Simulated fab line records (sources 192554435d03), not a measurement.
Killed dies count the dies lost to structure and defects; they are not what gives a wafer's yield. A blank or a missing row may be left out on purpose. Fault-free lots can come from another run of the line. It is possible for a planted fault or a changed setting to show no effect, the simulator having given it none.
Matching of chambers    flow n5Finfet    3 sister chambers for N5_PASSIVATION_PECVD_55 on pecvd-04
The step deposits SiO2 from SiH4/N2O, target thk 400 nm, time 22.5 s. 3 wafers are shown with their chamber, then 7 later ones without.

## EACH WAFER AND ITS CHAMBER
wafer   chamber  showerheadPlenumPTorr (Torr)
L776.3  0        8.27
L785.3  2        8.22
L785.4  1        8.09

## WAFERS MISSING THEIR CHAMBER
wafer   showerheadPlenumPTorr (Torr)
L785.6  8.24
L784.2  8.24
L784.3  8.27
L784.5  8.25
L786.2  8.25
L786.4  8.27
L786.6  8.22

## WHICH CHAMBER EACH ONE RAN IN
wafer   from the rows above      in truth
L785.6  can't be placed: 2 or 0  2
L784.2  can't be placed: 2 or 0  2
L784.3  0                        0
L784.5  can't be placed: 0 or 2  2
L786.2  can't be placed: 0 or 2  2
L786.4  0                        0
L786.6  2                        2
Correctly placed: 3 of 7. Can't be placed from these rows: 4 (the true chamber is among the candidates in 4). Number placed wrongly: 0.
How it was worked out, from the rows above alone: a wafer's distance from a chamber is the root of the sum, over the readings, of the square of ((its reading less the chamber's mean) divided by the reading's scatter). If the next closest chamber is less than 2 further off than the closest, the wafer can't be placed; otherwise it belongs to the closest. For every chamber, the mean is computed from those of its wafers that are shown. The scatter: root of mean squared gap, hidden wafer to nearest shown wafer, with one shown wafer a chamber.
